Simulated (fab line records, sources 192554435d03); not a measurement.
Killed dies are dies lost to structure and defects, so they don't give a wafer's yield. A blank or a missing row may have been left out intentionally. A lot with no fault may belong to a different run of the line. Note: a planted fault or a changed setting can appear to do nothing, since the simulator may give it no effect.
Chamber matching ; flow n5-finfet ; 4 sister chambers for N5_BEOL_M0_SAQP_DESCUM_45 on rie-diel-03
The step chemistry O2, time 7 s. 16 wafers are shown with their chamber, then 8 later ones without.

## EACH WAFER AND ITS CHAMBER
wafer;chamber;showerhead-plenum-p-Torr (Torr);throttle-valve-pct (%);drypump-motor-current-A (A)
L075.2;0;2.19;20.9;5.8
L075.5;0;2.19;20.8;5.7
L075.6;1;2.00;20.8;6.8
L077.1;0;2.19;20.8;5.7
L077.2;1;2.00;20.8;6.8
L077.3;2;2.13;20.3;6.2
L077.4;3;2.00;19.9;5.8
L077.5;2;2.13;20.3;6.2
L077.6;1;2.00;20.8;6.9
L079.1;3;2.00;19.9;5.8
L079.4;1;2.00;20.8;6.8
L079.6;0;2.19;20.8;5.7
L080.1;1;2.00;20.8;6.8
L080.2;3;2.00;19.9;5.8
L080.3;0;2.19;20.8;5.8
L084.1;3;1.99;19.9;5.8

SIGNATURES (averages over the wafers above)
reading;chamber 0;chamber 1;chamber 2;chamber 3;scatter within a chamber
showerhead-plenum-p-Torr;2.1900;2.0000;2.1300;1.9975;0.0025
throttle-valve-pct;20.820;20.800;20.300;19.900;0.0258
drypump-motor-current-A;5.740;6.820;6.200;5.800;0.0408
Rule: a wafer lies at a distance from a chamber equal to the root of the sum of squares, over the readings, of (its reading less the chamber's mean, divided by the reading's scatter). If the next closest chamber is less than 2 further off than the closest, the wafer can't be placed; otherwise it belongs to the closest. The scatter: take each reading less its chamber's mean, square it, sum over the shown wafers, divide by the number of wafers less the number of chambers, and take the root.

## WAFERS WITH NO CHAMBER GIVEN
wafer;showerhead-plenum-p-Torr (Torr);throttle-valve-pct (%);drypump-motor-current-A (A)
L084.2;2.18;20.9;5.7
L084.5;2.18;20.9;5.7
L089.1;2.12;20.3;6.2
L089.3;1.99;19.9;5.9
L089.4;2.00;20.9;6.8
L096.2;2.17;20.9;5.8
L096.3;1.98;19.9;5.8
L096.5;1.99;20.9;6.8

## WHICH CHAMBER EACH ONE RAN IN
wafer;from the rows above;in truth
L084.2;0;0
L084.5;0;0
L089.1;2;2
L089.3;3;3
L089.4;1;1
L096.2;0;0
L096.3;3;3
L096.5;1;1
Correctly placed: 8 of 8. Not placeable from these rows: 0. Number placed wrongly: 0.
